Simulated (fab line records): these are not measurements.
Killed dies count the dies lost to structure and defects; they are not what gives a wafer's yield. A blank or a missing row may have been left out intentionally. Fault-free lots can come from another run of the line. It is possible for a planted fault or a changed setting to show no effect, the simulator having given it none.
Matching of chambers | flow nand-harc | pecvd-01 running NHARC_P_M2_PRE_CLEAN_32: 3 sister chambers
The step time 12 s. 6 wafers are shown with their chamber, then 8 later ones without.

## WAFERS PAIRED WITH THEIR CHAMBERS
wafer  | chamber | heater-power-w (W)
L078.3 | 2       | 671
L083.4 | 1       | 657
L086.1 | 2       | 679
L086.4 | 1       | 673
L086.5 | 0       | 607
L089.1 | 0       | 607

## WAFERS WHOSE CHAMBER IS MISSING
wafer  | heater-power-w (W)
L089.4 | 606
L089.6 | 623
L090.1 | 621
L090.4 | 564
L090.5 | 619
L094.1 | 613
L094.4 | 613
L094.5 | 625

## WHICH CHAMBER EACH WENT THROUGH
wafer  | from the rows above | in truth
L089.4 | 0                   | 0
L089.6 | 0                   | 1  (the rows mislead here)
L090.1 | 0                   | 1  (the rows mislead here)
L090.4 | 0                   | 0
L090.5 | 0                   | 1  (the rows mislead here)
L094.1 | 0                   | 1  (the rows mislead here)
L094.4 | 0                   | 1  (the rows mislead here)
L094.5 | 0                   | 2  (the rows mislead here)
Correct placement for 2 of the 8. Not placeable from these rows: 0. Number placed wrongly: 6.
How it was worked out, from the rows above alone: a wafer's distance from a chamber is the root of the sum, over the readings, of the square of ((its reading less the chamber's mean) divided by the reading's scatter). If the next closest chamber is less than 2 further off than the closest, the wafer can't be placed; otherwise it belongs to the closest. A chamber's mean is the mean of its shown wafers. The scatter is the square root of a quotient: the sum, over the shown wafers, of each reading's squared deviation from its chamber's mean, divided by wafers minus chambers.
